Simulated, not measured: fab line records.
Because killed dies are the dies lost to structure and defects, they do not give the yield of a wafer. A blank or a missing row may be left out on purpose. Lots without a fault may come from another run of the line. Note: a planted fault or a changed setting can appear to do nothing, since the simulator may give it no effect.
Comparing a struck lot with a sound one    flow nand_harc    17 out of 1302 route steps
Sound: the wafers L562.2, L562.3, L562.6. Wafers L568.1, L568.3, L568.5 were the ones struck. The cause is named last.
Each step with rows lists, per side, the tool, then ch with its chambers, then its first start. Under that, the readings that differ: sound wafers    struck wafers    difference of the means    sigmas: that difference in standard deviations of wafers without a fault.
alike: same words and numbers on both sides, and readings whose means sit less than 2 such deviations apart. not compared: any withheld reading, any reading some wafer has no value for, any bound like >300 that may hide the same value, and any number with overlapping values for which the record gives no deviation.
The two part at a step that has a row with sigmas, a row that says differs or no value, or rows on one side only. When numbers do not overlap yet have no deviation, they are printed without sigmas and do not part them. Lack of a reading on every wafer of one side parts them only where that side has two or more wafers.

NHARC_P_GATE_CD_MEAS_46 targets a cd of 720 nm.
  sound on cd_sem-01 ch 0, day 7 02:16; struck on cd_sem-03 ch 0, day 9 18:17
reading     sound              struck             difference  sigmas
cd_nm (nm)  717.8 715.7 717.5  719.7 720.4 721.3  +3.5        +3
then, 1 step without rows for these wafers: NHARC_P_GATE_HARDBAKE_47 (time 80 s).
NHARC_P_GATE_DESCUM_48: chemistry O2, time 3 s.
  sound on rie_diel-10 ch 1,2, day 7 02:26; struck on rie_diel-09 ch 1,2,3, day 9 18:28
reading                      sound        struck       difference  sigmas
drypump_motor_current_A (A)  6.3 6.4 6.4  5.7 5.5 5.2  -0.9        -2
  alike: chamber_pressure_mTorr, oes_product_au, rf_vpp_V, showerhead_plenum_p_Torr, throttle_valve_pct
  not compared: rf_hours_counter_h
then, 1 step without rows for these wafers: NHARC_P_GATE_IMPLANT_49.
NHARC_P_GATE_STRIP_111: strips in N2/H2, time 250 s.
  sound on plasma_asher-02 ch 0,1, day 7 02:50; struck on plasma_asher-01 ch 0,1, day 9 18:49
  alike: drypump_motor_current_A, heater_power_w, rf_refl_power_W
  not compared: rf_hours_counter_h
NHARC_P_GATE_STRIP_75: strips in O2.
  sound on plasma_asher-02 ch 0,1, day 7 03:08; struck on plasma_asher-01 ch 0,1, day 9 19:07
  alike: drypump_motor_current_A, heater_power_w, rf_refl_power_W
  not compared: rf_hours_counter_h
then, 6 steps without rows for these wafers: NHARC_P_GATE_STRIP_50 (strips in SPM, time 900 s); NHARC_P_GATE_DEHYDRATE_51 (time 120 s); NHARC_P_GATE_HMDS_52 (time 30 s); NHARC_P_GATE_COAT_53; NHARC_P_GATE_SOFTBAKE_54 (time 95 s); NHARC_P_GATE_EBR_55.
NHARC_P_GATE_EXPOSE_56: exposes mask P PSD, target cd 720 nm.
  sound on krf_scanner-02 ch 0, day 7 03:47; struck on krf_scanner-03 ch 0, day 9 19:53
reading  sound                    struck                   difference  sigmas
mask     P_PSD#0 P_PSD#0 P_PSD#0  P_NSD#0 P_NSD#0 P_NSD#0  differs     
  alike: focus_offset_nm
then, 2 steps without rows for these wafers: NHARC_P_GATE_PEB_57 (peb time 85 s); NHARC_P_GATE_DEVELOP_58 (time 70 s).
NHARC_P_GATE_CD_MEAS_59 targets a cd of 720 nm.
  sound on cd_sem-03 ch 0, day 7 03:56; struck on cd_sem-01 ch 0, day 9 20:03
reading     sound              struck  difference                     sigmas
cd_nm (nm)  718.7 720.8 722.2  - - -   no value on the struck wafers  
then, 1 step without rows for these wafers: NHARC_P_GATE_HARDBAKE_60 (time 80 s).

## WHERE THEY PART
Earliest at NHARC_P_GATE_CD_MEAS_46; latest, in this record, at NHARC_P_GATE_CD_MEAS_59.

WHY: the cause the simulator had injected
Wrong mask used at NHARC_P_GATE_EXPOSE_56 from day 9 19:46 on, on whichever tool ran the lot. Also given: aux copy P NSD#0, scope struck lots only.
